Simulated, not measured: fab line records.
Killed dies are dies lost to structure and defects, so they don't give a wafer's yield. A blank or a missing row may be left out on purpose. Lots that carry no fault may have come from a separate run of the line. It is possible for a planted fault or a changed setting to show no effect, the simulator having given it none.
Chamber matching :: flow n5Finfet :: N5_SD_EPI_N_ETCHBACK_44 on rieDiel-02 has 4 sister chambers
The step etches SiNx in CH3F/O2, stops on SiO2, target depth 14.5 nm. 14 wafers are shown with their chamber, then 7 later ones without.

## WAFERS WITH THEIR CHAMBER
wafer: L078.1
chamber: 2
drypumpMotorCurrentA (A): 6.1
showerheadPlenumPTorr (Torr): 2.12
oesProductAu (a.u.): 0.70

wafer: L078.4
chamber: 0
drypumpMotorCurrentA (A): 5.5
showerheadPlenumPTorr (Torr): 1.90
oesProductAu (a.u.): 0.60

wafer: L078.5
chamber: 0
drypumpMotorCurrentA (A): 5.5
showerheadPlenumPTorr (Torr): 1.90
oesProductAu (a.u.): 0.60

wafer: L079.1
chamber: 3
drypumpMotorCurrentA (A): 5.9
showerheadPlenumPTorr (Torr): 1.94
oesProductAu (a.u.): 0.67

wafer: L079.3
chamber: 0
drypumpMotorCurrentA (A): 5.5
showerheadPlenumPTorr (Torr): 1.89
oesProductAu (a.u.): 0.60

wafer: L079.5
chamber: 0
drypumpMotorCurrentA (A): 5.5
showerheadPlenumPTorr (Torr): 1.90
oesProductAu (a.u.): 0.60

wafer: L080.2
chamber: 3
drypumpMotorCurrentA (A): 5.9
showerheadPlenumPTorr (Torr): 1.94
oesProductAu (a.u.): 0.67

wafer: L080.5
chamber: 0
drypumpMotorCurrentA (A): 5.5
showerheadPlenumPTorr (Torr): 1.89
oesProductAu (a.u.): 0.60

wafer: L080.6
chamber: 3
drypumpMotorCurrentA (A): 5.9
showerheadPlenumPTorr (Torr): 1.94
oesProductAu (a.u.): 0.68

wafer: L083.2
chamber: 2
drypumpMotorCurrentA (A): 6.1
showerheadPlenumPTorr (Torr): 2.11
oesProductAu (a.u.): 0.69

wafer: L083.5
chamber: 0
drypumpMotorCurrentA (A): 5.5
showerheadPlenumPTorr (Torr): 1.89
oesProductAu (a.u.): 0.60

wafer: L083.6
chamber: 1
drypumpMotorCurrentA (A): 6.5
showerheadPlenumPTorr (Torr): 2.06
oesProductAu (a.u.): 0.61

wafer: L088.2
chamber: 3
drypumpMotorCurrentA (A): 5.8
showerheadPlenumPTorr (Torr): 1.93
oesProductAu (a.u.): 0.65

wafer: L088.3
chamber: 1
drypumpMotorCurrentA (A): 6.5
showerheadPlenumPTorr (Torr): 2.06
oesProductAu (a.u.): 0.61

SIGNATURES (averages over the wafers above)
reading: drypumpMotorCurrentA
chamber 0: 5.500
chamber 1: 6.500
chamber 2: 6.100
chamber 3: 5.875
scatter within a chamber: 0.0274

reading: showerheadPlenumPTorr
chamber 0: 1.8950
chamber 1: 2.0600
chamber 2: 2.1150
chamber 3: 1.9375
scatter within a chamber: 0.00524

reading: oesProductAu
chamber 0: 0.6000
chamber 1: 0.6100
chamber 2: 0.6950
chamber 3: 0.6675
scatter within a chamber: 0.00725
Rule: a wafer lies at a distance from a chamber equal to the root of the sum of squares, over the readings, of (its reading less the chamber's mean, divided by the reading's scatter). The wafer belongs to the nearest chamber; if the next one is less than 2 further off, it can't be placed. How the scatter is found: for the shown wafers, subtract from each reading the mean of its chamber, square and add these, divide the total by (wafers less chambers), then take the root.

## WAFERS MISSING THEIR CHAMBER
wafer: L088.5
drypumpMotorCurrentA (A): 5.8
showerheadPlenumPTorr (Torr): 1.93
oesProductAu (a.u.): 0.66

wafer: L092.4
drypumpMotorCurrentA (A): 5.8
showerheadPlenumPTorr (Torr): 1.93
oesProductAu (a.u.): 0.65

wafer: L092.5
drypumpMotorCurrentA (A): 6.1
showerheadPlenumPTorr (Torr): 2.11
oesProductAu (a.u.): 0.67

wafer: L092.6
drypumpMotorCurrentA (A): 5.9
showerheadPlenumPTorr (Torr): 1.93
oesProductAu (a.u.): 0.65

wafer: L097.1
drypumpMotorCurrentA (A): 6.5
showerheadPlenumPTorr (Torr): 2.05
oesProductAu (a.u.): 0.60

wafer: L097.3
drypumpMotorCurrentA (A): 6.1
showerheadPlenumPTorr (Torr): 2.10
oesProductAu (a.u.): 0.66

wafer: L097.6
drypumpMotorCurrentA (A): 6.5
showerheadPlenumPTorr (Torr): 2.05
oesProductAu (a.u.): 0.60

## THE CHAMBER EACH PASSED THROUGH
wafer: L088.5
from the rows above: 3
in truth: 3

wafer: L092.4
from the rows above: 3
in truth: 3

wafer: L092.5
from the rows above: 2
in truth: 2

wafer: L092.6
from the rows above: 3
in truth: 3

wafer: L097.1
from the rows above: 1
in truth: 1

wafer: L097.3
from the rows above: 2
in truth: 2

wafer: L097.6
from the rows above: 1
in truth: 1
7 of 7 placed correctly. Not placeable from these rows: 0. Wrongly placed: 0.
